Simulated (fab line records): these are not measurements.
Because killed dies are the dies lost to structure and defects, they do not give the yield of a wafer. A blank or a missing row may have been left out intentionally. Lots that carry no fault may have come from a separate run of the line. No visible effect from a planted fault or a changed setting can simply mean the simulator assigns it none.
Split-lot experiment / flow n5-finfet / 21 wafers read across 7 lots, on a route 1938 steps long

## THE SPLIT
At N5_BEOL_M11_TRENCH_ETCH_37 (etches SiCOH lowk in C4F6/O2, target depth 148.83 nm, time 48 s), the setting source-w was moved away from the recipe's 345 W on 8 of the 21 wafers read, by -14.6% to +15.3%. All remaining wafers had this setting at the recipe value.

## FROM THE SPLIT TO THE READING: what the file shows between them, 17 steps
- N5_BEOL_M11_ETCH_41: etches SiCN in CH3F/O2, target depth 42.6 nm, time 86 s
- N5_BEOL_M11_STRIP_77: strips in N2/H2, time 10 s
- N5_BEOL_M11_OCD_MEAS_38
- N5_BEOL_M11_HM_STRIP_39: strips TiN in peroxide tin strip, target depth 25 nm, time 158 s
- N5_BEOL_M11_SRD_40: time 30 s
- N5_BEOL_M11_PRECLEAN_42: cleans in residue remover, time 60 s
- N5_BEOL_M11_SRD_43: time 30 s
- N5_BEOL_M11_CD_MEAS_35: target cd 70 nm
- N5_BEOL_M11_CURE_72: cures SiCOH lowk, time 120 s (also split here: time-s)
- N5_BEOL_M11_DEGAS_44: time 60 s
- N5_BEOL_M11_PRE_CLEAN_45: time 30 s
- N5_BEOL_M11_ECD_50: material Cu, target thk 318 nm
- N5_BEOL_M11_ANNEAL_51: time 90 s
- N5_BEOL_M11_CMP_52: polishes, stops on SiCOH lowk, t overpolish 7 s, target thk 140 nm
- N5_BEOL_M11_THK_MEAS_53: measures by xrf
- N5_BEOL_M11_PRE_CLEAN_55: time 15 s
- N5_BEOL_M11_DEP_56: deposits SiCN from 3MS/NH3, target thk 30 nm, time 10.5 s

## THE READING
M11_RS in ohm/sq, measured at N5_BEOL_M11_RS_MEAS_57 by four-point-probe. On this fab line, fault-free wafers typically give 0.152 ohm/sq with a standard deviation of 0.0031 ohm/sq.

wafer=L074.2; tool, chamber at the split=rie-diel-01, 0; source-w as run, W=345; against the recipe=recipe; M11_RS, ohm/sq=0.150; against lot-mates on the recipe=-
wafer=L074.3; tool, chamber at the split=rie-diel-01, 3; source-w as run, W=345; against the recipe=recipe; M11_RS, ohm/sq=0.152; against lot-mates on the recipe=-
wafer=L074.6; tool, chamber at the split=rie-diel-01, 0; source-w as run, W=299.7; against the recipe=-13.1%; M11_RS, ohm/sq=0.162; against lot-mates on the recipe=+0.011
wafer=L075.2; tool, chamber at the split=rie-diel-02, 1; source-w as run, W=345; against the recipe=recipe; M11_RS, ohm/sq=0.151; against lot-mates on the recipe=-
wafer=L075.3; tool, chamber at the split=rie-diel-02, 3; source-w as run, W=345; against the recipe=recipe; M11_RS, ohm/sq=0.150; against lot-mates on the recipe=-
wafer=L075.6; tool, chamber at the split=rie-diel-02, 1; source-w as run, W=345; against the recipe=recipe; M11_RS, ohm/sq=0.154; against lot-mates on the recipe=-
wafer=L084.1; tool, chamber at the split=rie-diel-02, 1; source-w as run, W=345; against the recipe=recipe; M11_RS, ohm/sq=0.148; against lot-mates on the recipe=-
wafer=L084.5; tool, chamber at the split=rie-diel-02, 0; source-w as run, W=345; against the recipe=recipe; M11_RS, ohm/sq=0.152; against lot-mates on the recipe=-
wafer=L084.6; tool, chamber at the split=rie-diel-02, 1; source-w as run, W=378; against the recipe=+9.6%; M11_RS, ohm/sq=0.142; against lot-mates on the recipe=-0.008
wafer=L087.3; tool, chamber at the split=rie-diel-02, 1; source-w as run, W=397.9; against the recipe=+15.3%; M11_RS, ohm/sq=0.142; against lot-mates on the recipe=no lot-mate on the recipe
wafer=L087.4; tool, chamber at the split=rie-diel-02, 3; source-w as run, W=397.9; against the recipe=+15.3%; M11_RS, ohm/sq=0.141; against lot-mates on the recipe=no lot-mate on the recipe
wafer=L087.6; tool, chamber at the split=rie-diel-02, 1; source-w as run, W=397.9; against the recipe=+15.3%; M11_RS, ohm/sq=0.141; against lot-mates on the recipe=no lot-mate on the recipe
wafer=L085.2; tool, chamber at the split=rie-diel-05, 2; source-w as run, W=301; against the recipe=-12.8%; M11_RS, ohm/sq=0.158; against lot-mates on the recipe=+0.005
wafer=L085.4; tool, chamber at the split=rie-diel-05, 1; source-w as run, W=345; against the recipe=recipe; M11_RS, ohm/sq=0.153; against lot-mates on the recipe=-
wafer=L085.6; tool, chamber at the split=rie-diel-05, 3; source-w as run, W=301; against the recipe=-12.8%; M11_RS, ohm/sq=0.160; against lot-mates on the recipe=+0.007
wafer=L090.2; tool, chamber at the split=rie-diel-01, 3; source-w as run, W=294.7; against the recipe=-14.6%; M11_RS, ohm/sq=0.162; against lot-mates on the recipe=+0.013
wafer=L090.3; tool, chamber at the split=rie-diel-01, 1; source-w as run, W=345; against the recipe=recipe; M11_RS, ohm/sq=0.148; against lot-mates on the recipe=-
wafer=L090.5; tool, chamber at the split=rie-diel-01, 3; source-w as run, W=345; against the recipe=recipe; M11_RS, ohm/sq=0.151; against lot-mates on the recipe=-
wafer=L088.1; tool, chamber at the split=rie-diel-02, 3; source-w as run, W=345; against the recipe=recipe; M11_RS, ohm/sq=0.148; against lot-mates on the recipe=-
wafer=L088.3; tool, chamber at the split=rie-diel-02, 1; source-w as run, W=345; against the recipe=recipe; M11_RS, ohm/sq=0.154; against lot-mates on the recipe=-
wafer=L088.4; tool, chamber at the split=rie-diel-02, 0; source-w as run, W=345; against the recipe=recipe; M11_RS, ohm/sq=0.156; against lot-mates on the recipe=-

THE FIT
A straight line over all 21 wafers: M11_RS changes by -0.00069 ohm/sq for each +1% of source-w; r = -0.94; the points scatter about the line by 0.0022 ohm/sq.
The same after taking each lot's own level away (the mean of its wafers on the recipe; 18 wafers): -0.000703 ohm/sq for each +1%; r = -0.89; scatter 0.0023 ohm/sq.
On that fit, the largest move of source-w shifts the reading by 0.011 ohm/sq.
The span of the lots' own levels, 0.1495 to 0.1530 ohm/sq, comes to 1.1 times the standard deviation stated above.
Hence the lot-to-lot level has little effect on the slope; both slopes agree.
Check: for one of the wafers moved furthest among these (-14.6%), held out of the fit, the line's prediction against its lot-mates is +0.00919 ohm/sq. It came out at +0.0125 ohm/sq against them.
Tool readings at the split's step, against how far the setting was moved: rf-vpp-V r = -0.93.

## THESE WAFERS: OTHER SPLITS
Other splits were also applied to these wafers ahead of the reading. Each is held against what the fit with the lots' levels taken away leaves over:
other split on the same wafers=N5_BEOL_M11_CURE_72 time-s; wafers away from the commonest value=4; r with M11_RS (lot level and that fit taken away)=+0.19

## THE WHOLE CHAIN: every reading that the file lists as answering this split, in the file's order
step=N5_BEOL_M11_TRENCH_ETCH_37; what it does=etches SiCOH lowk in C4F6/O2, target depth 148.83 nm, time 48 s; reading=rf-vpp-V; change (the file's fit)=-3.97 V for each +1% of the setting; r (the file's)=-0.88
step=N5_BEOL_M11_TRENCH_ETCH_37; what it does=etches SiCOH lowk in C4F6/O2, target depth 148.83 nm, time 48 s; reading=BEOL_M11.feature-depth-nm (the simulator's own value, which no gauge read); change (the file's fit)=+0.585 nm for each +1% of the setting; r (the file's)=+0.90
step=N5_BEOL_M11_TRENCH_ETCH_37; what it does=etches SiCOH lowk in C4F6/O2, target depth 148.83 nm, time 48 s; reading=etch.depth-nm (the simulator's own value, which no gauge read); change (the file's fit)=+0.585 nm for each +1% of the setting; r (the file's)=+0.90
step=N5_BEOL_M11_OCD_MEAS_38; what it does=; reading=trench-depth-nm; change (the file's fit)=+0.607 nm for each +1% of the setting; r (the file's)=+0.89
step=N5_BEOL_M11_CMP_52; what it does=polishes, stops on SiCOH lowk, t overpolish 7 s, target thk 140 nm; reading=Cu_of_BEOL_M11_ECD_50.thk-nm (the simulator's own value, which no gauge read); change (the file's fit)=+0.6 nm for each +1% of the setting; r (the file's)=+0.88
step=N5_BEOL_M11_THK_MEAS_53; what it does=measures by xrf; reading=M11_THK; change (the file's fit)=+0.578 for each +1% of the setting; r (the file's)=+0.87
step=N5_BEOL_M11_RS_MEAS_57; what it does=measures by four-point-probe; reading=M11_RS; change (the file's fit)=-0.000752 for each +1% of the setting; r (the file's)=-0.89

## THE FILE'S OWN FIT
M11_RS changes by -0.000752 ohm/sq for each +1% of source-w, r = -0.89.
